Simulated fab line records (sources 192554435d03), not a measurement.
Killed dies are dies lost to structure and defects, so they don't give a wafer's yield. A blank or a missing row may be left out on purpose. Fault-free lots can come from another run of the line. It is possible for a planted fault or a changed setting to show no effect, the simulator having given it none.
Chamber matching | flow n5Finfet | 4 sister chambers for N5_BEOL_M13_VIA_ETCH_16 on rieDiel-06
The step etches SiOC in C4F8/O2/Ar, target depth 921.7 nm. 4 wafers are shown with their chamber, then 7 later ones without.

WAFERS WITH THEIR CHAMBER
wafer  | chamber | showerheadPlenumPTorr (Torr)
L136.1 | 3       | 3.17
L140.6 | 0       | 3.25
L137.2 | 2       | 3.36
L137.3 | 1       | 3.60

WAFERS WITHOUT THEIR CHAMBER
wafer  | showerheadPlenumPTorr (Torr)
L137.5 | 3.25
L139.2 | 3.25
L139.4 | 3.60
L139.6 | 3.16
L141.1 | 3.25
L141.2 | 3.59
L141.3 | 3.35

WHICH CHAMBER EACH WENT THROUGH
wafer  | from the rows above | in truth
L137.5 | 0                   | 0
L139.2 | 0                   | 0
L139.4 | 1                   | 1
L139.6 | 3                   | 3
L141.1 | 0                   | 0
L141.2 | 1                   | 1
L141.3 | 2                   | 2
7 of 7 placed correctly. Not placeable from these rows: 0. Number placed wrongly: 0.
How it was worked out, from the rows above alone: a wafer's distance from a chamber is the root of the sum, over the readings, of the square of ((its reading less the chamber's mean) divided by the reading's scatter). If the next closest chamber is less than 2 further off than the closest, the wafer can't be placed; otherwise it belongs to the closest. For every chamber, the mean is computed from those of its wafers that are shown. The scatter: root of mean squared gap, hidden wafer to nearest shown wafer, with one shown wafer a chamber.
